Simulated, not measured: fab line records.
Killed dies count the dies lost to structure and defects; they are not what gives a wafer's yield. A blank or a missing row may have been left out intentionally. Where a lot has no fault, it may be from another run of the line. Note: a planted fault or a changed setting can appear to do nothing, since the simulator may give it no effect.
Chamber matching	flow n5-finfet	N5_BEOL_M3_PRE_CLEAN_60 on cvd-co-02: 3 sister chambers
The step time 15 s. 22 wafers are shown with their chamber, then 11 later ones without.

== WAFERS, EACH WITH ITS CHAMBER ==
wafer	chamber	heater-power-outer-w (W)	heater-power-w (W)
L077.1	2	28	91
L077.2	0	16	81
L077.4	0	16	80
L078.1	0	16	82
L078.5	1	1	56
L078.6	2	28	91
L080.2	1	1	55
L080.3	0	16	80
L080.6	2	28	92
L082.1	2	29	91
L082.3	1	1	55
L082.6	1	1	55
L081.1	0	16	83
L081.3	1	1	54
L081.6	2	28	93
L085.1	1	1	56
L085.4	0	16	82
L085.6	1	1	56
L087.1	2	28	93
L087.3	1	1	56
L087.5	0	16	82
L091.4	1	1	55

SIGNATURES (means of the wafers above)
reading	chamber 0	chamber 1	chamber 2	scatter within a chamber
heater-power-outer-w	16.00	1.00	28.17	0.209
heater-power-w	81.43	55.33	91.83	0.933
Rule: distance of a wafer from a chamber = root of the sum over the readings of ((wafer's reading minus chamber's mean) / reading's scatter) squared. If the next closest chamber is less than 2 further off than the closest, the wafer can't be placed; otherwise it belongs to the closest. The scatter: the root of (the sum of the squares of (reading less its chamber's mean) over the shown wafers, divided by (wafers less chambers)).

== WAFERS WITHOUT THEIR CHAMBER ==
wafer	heater-power-outer-w (W)	heater-power-w (W)
L091.5	29	92
L091.6	16	84
L093.1	16	81
L093.4	28	91
L093.5	16	81
L096.1	28	92
L096.5	1	56
L096.6	28	95
L097.1	1	57
L097.2	29	91
L097.6	1	54

== THE CHAMBER EACH PASSED THROUGH ==
wafer	from the rows above	in truth
L091.5	2	2
L091.6	0	0
L093.1	0	0
L093.4	2	2
L093.5	0	0
L096.1	2	2
L096.5	1	1
L096.6	2	2
L097.1	1	1
L097.2	2	2
L097.6	1	1
11 of 11 placed correctly. Left unplaced by these rows: 0. Number placed wrongly: 0.
